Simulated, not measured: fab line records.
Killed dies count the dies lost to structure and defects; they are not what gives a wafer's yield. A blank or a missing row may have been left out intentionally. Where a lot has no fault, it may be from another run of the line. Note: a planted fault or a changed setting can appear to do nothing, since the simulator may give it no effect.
Comparing a struck lot with a sound one	flow nand-harc	14 out of 1159 route steps
Sound: wafers L920.2, L920.3, L920.5. Struck: wafers L927.1, L927.2, L927.6. The cause is given at the end.
At each step with rows: each side's tool, then ch and its chambers, then its first start. Under that, the readings that differ: sound wafers	struck wafers	difference of the means	sigmas: that difference in standard deviations of wafers without a fault.
alike: readings whose means differ by less than 2 such deviations, and words and numbers that are the same on both sides. not compared: withheld readings, readings that some wafer has no value for, bounds like >300 that may hide the same value, and numbers for which the record gives no deviation and whose values overlap.
The two part at a step that has a row with sigmas, a row that says differs or no value, or rows on one side only. Non-overlapping numbers with no deviation appear without sigmas and do not part them. A reading that every wafer of one side lacks parts them only if that side has two wafers or more.

first, 1 step without rows for these wafers: NHARC_P_ZERO_WELL_HARDBAKE_12 (time 65 s).
NHARC_P_ZERO_WELL_DESCUM_13: chemistry O2, time 3 s.
  sound on rie-diel-10 ch 0,1,3, day 2 01:17; struck on rie-diel-03 ch 1,2,3, day 3 19:25
reading	sound	struck	difference	sigmas
showerhead-plenum-p-Torr (Torr)	1.90 2.04 1.92	1.80 1.86 1.79	-0.14	-2
  alike: drypump-motor-current-A, o2-flow-sccm, oes-product-au, rf-vpp-V, throttle-valve-pct
  not compared: rf-hours-counter-h
NHARC_P_ZERO_WELL_ETCH_65: etches the open film in N2/H2, target depth 80 nm, overetch 24 nm, time 87.88 s.
  sound on rie-diel-10 ch 1,3, day 2 01:22; struck on rie-diel-03 ch 0,2,3, day 3 19:30
  alike: drypump-motor-current-A, oes-product-au, rf-vpp-V, showerhead-plenum-p-Torr, throttle-valve-pct
  not compared: rf-hours-counter-h
NHARC_P_ZERO_WELL_ETCH_62: etches the open film in CHF3/Ar, target depth 13 nm, time 6.5 s.
  sound: rie-diel-10 ch 2,3; struck: rie-diel-03 ch 0,1,3
  alike: drypump-motor-current-A, oes-product-au, rf-vpp-V, showerhead-plenum-p-Torr, throttle-valve-pct
  not compared: rf-hours-counter-h
NHARC_P_ZERO_WELL_ETCH_63: etches the open film in HBr/Cl2, target depth 120 nm, time 40.1 s.
  sound on rie-si-04 ch 1,2,3, day 2 01:34; struck on rie-si-04 ch 0,2,3, day 3 19:40
  alike: drypump-motor-current-A, oes-product-au, throttle-valve-pct
  not compared: rf-hours-counter-h
then, 7 steps without rows for these wafers: NHARC_P_ZERO_WELL_STRIP_15 (strips in SPM, time 900 s); NHARC_P_ZERO_WELL_DEHYDRATE_16 (time 120 s); NHARC_P_ZERO_WELL_HMDS_17 (time 30 s); NHARC_P_ZERO_WELL_COAT_18; NHARC_P_ZERO_WELL_SOFTBAKE_19 (time 95 s); NHARC_P_ZERO_WELL_EBR_20; NHARC_P_ZERO_WELL_EXPOSE_21 (exposes mask P NWELL, target cd 720 nm).
NHARC_P_ZERO_WELL_PEB_22: peb time 85 s.
  sound on litho-track-02 ch 0, day 2 02:23; struck on litho-track-02 ch 0, day 3 20:31
reading	sound	struck	difference	sigmas
heater-power-total-W (W)	163.97 163.73 164.43	167.58 167.69 167.75	+3.63	+13
plate-temp-C (C)	117.78 117.69 117.61	119.83 119.79 119.76	+2.10	+15
then, 1 step without rows for these wafers: NHARC_P_ZERO_WELL_DEVELOP_23 (time 70 s).

## WHERE THEY PART
Earliest at NHARC_P_ZERO_WELL_DESCUM_13; latest, in this record, at NHARC_P_ZERO_WELL_PEB_22.

WHY: what the simulator had put in
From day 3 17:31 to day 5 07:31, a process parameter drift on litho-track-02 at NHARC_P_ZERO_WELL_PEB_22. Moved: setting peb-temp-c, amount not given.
